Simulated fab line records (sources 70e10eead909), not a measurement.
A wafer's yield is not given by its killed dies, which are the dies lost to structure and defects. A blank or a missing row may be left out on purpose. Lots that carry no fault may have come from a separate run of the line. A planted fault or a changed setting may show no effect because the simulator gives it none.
Matching of chambers || flow nand-harc || NHARC_P_CONTACT_CMP_01 on cmp-03: 4 sister chambers
The step polishes SiO2, target thk 200 nm. 4 wafers are shown with their chamber, then 9 later ones without.

WAFERS, EACH WITH ITS CHAMBER
{"wafer": "L090.3", "chamber": 0, "motor-current-A (A)": 11.9}
{"wafer": "L089.1", "chamber": 3, "motor-current-A (A)": 11.7}
{"wafer": "L089.5", "chamber": 1, "motor-current-A (A)": 12.0}
{"wafer": "L089.6", "chamber": 2, "motor-current-A (A)": 11.3}

WAFERS WHOSE CHAMBER IS MISSING
{"wafer": "L094.1", "motor-current-A (A)": 11.3}
{"wafer": "L094.4", "motor-current-A (A)": 12.1}
{"wafer": "L094.6", "motor-current-A (A)": 12.7}
{"wafer": "L095.3", "motor-current-A (A)": 10.8}
{"wafer": "L095.5", "motor-current-A (A)": 10.9}
{"wafer": "L095.6", "motor-current-A (A)": 11.3}
{"wafer": "L097.2", "motor-current-A (A)": 11.8}
{"wafer": "L097.3", "motor-current-A (A)": 12.5}
{"wafer": "L097.4", "motor-current-A (A)": 10.8}

WHICH CHAMBER EACH ONE RAN IN
{"wafer": "L094.1", "from the rows above": "can't be placed: 2 or 3 or 0 or 1", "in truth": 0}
{"wafer": "L094.4", "from the rows above": "can't be placed: 1 or 0 or 3 or 2", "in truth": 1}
{"wafer": "L094.6", "from the rows above": "can't be placed: 1 or 0 or 3 or 2", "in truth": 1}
{"wafer": "L095.3", "from the rows above": "can't be placed: 2 or 3 or 0 or 1", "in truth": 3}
{"wafer": "L095.5", "from the rows above": "can't be placed: 2 or 3 or 0 or 1", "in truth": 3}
{"wafer": "L095.6", "from the rows above": "can't be placed: 2 or 3 or 0 or 1", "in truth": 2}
{"wafer": "L097.2", "from the rows above": "can't be placed: 0 or 3 or 1 or 2", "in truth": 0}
{"wafer": "L097.3", "from the rows above": "can't be placed: 1 or 0 or 3 or 2", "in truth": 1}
{"wafer": "L097.4", "from the rows above": "can't be placed: 2 or 3 or 0 or 1", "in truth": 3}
Placed correctly: 0 of 9. From these rows, 9 cannot be placed; in 9 the true chamber is one of the candidates. 0 placed wrongly.
How it was worked out, from the rows above alone: a wafer's distance from a chamber is the root of the sum, over the readings, of the square of ((its reading less the chamber's mean) divided by the reading's scatter). The wafer belongs to the nearest chamber; if the next one is less than 2 further off, it can't be placed. The mean given for a chamber averages the wafers shown for that chamber. The scatter: root of mean squared gap, hidden wafer to nearest shown wafer, with one shown wafer a chamber.
